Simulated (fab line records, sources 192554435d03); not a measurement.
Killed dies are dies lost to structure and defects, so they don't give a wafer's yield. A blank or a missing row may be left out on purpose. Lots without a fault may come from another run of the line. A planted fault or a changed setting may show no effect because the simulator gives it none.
Chamber matching | flow n5_finfet | N5_HKMG_FIN_DESCUM_53 on rie_diel-01: 4 sister chambers
The step chemistry O2, time 7.9 s. 8 wafers are shown with their chamber, then 7 later ones without.

WAFERS WITH THEIR CHAMBER
wafer  | chamber | showerhead_plenum_p_Torr (Torr) | throttle_valve_pct (%)
L074.4 | 2       | 2.05                            | 20.39
L090.5 | 3       | 2.07                            | 20.38
L090.6 | 0       | 2.05                            | 20.23
L093.3 | 2       | 2.04                            | 20.43
L093.5 | 0       | 2.05                            | 20.24
L093.6 | 1       | 2.16                            | 20.53
L094.1 | 3       | 2.07                            | 20.40
L094.3 | 1       | 2.15                            | 20.54

WAFERS WITHOUT THEIR CHAMBER
wafer  | showerhead_plenum_p_Torr (Torr) | throttle_valve_pct (%)
L094.5 | 2.04                            | 20.44
L096.3 | 2.04                            | 20.45
L096.5 | 2.04                            | 20.44
L096.6 | 2.15                            | 20.56
L097.1 | 2.04                            | 20.26
L097.2 | 2.15                            | 20.55
L097.6 | 2.04                            | 20.45

WHICH CHAMBER EACH WENT THROUGH
wafer  | from the rows above | in truth
L094.5 | 2                   | 2
L096.3 | 2                   | 2
L096.5 | 2                   | 2
L096.6 | 1                   | 1
L097.1 | 0                   | 0
L097.2 | 1                   | 1
L097.6 | 2                   | 2
Placed correctly: 7 of 7. Can't be placed from these rows: 0. Placed wrongly: 0.
How it was worked out, from the rows above alone: a wafer's distance from a chamber is the root of the sum, over the readings, of the square of ((its reading less the chamber's mean) divided by the reading's scatter). The wafer belongs to the nearest chamber; if the next one is less than 2 further off, it can't be placed. A chamber's mean is the mean of its shown wafers. The scatter: the root of (the sum of the squares of (reading less its chamber's mean) over the shown wafers, divided by (wafers less chambers)).
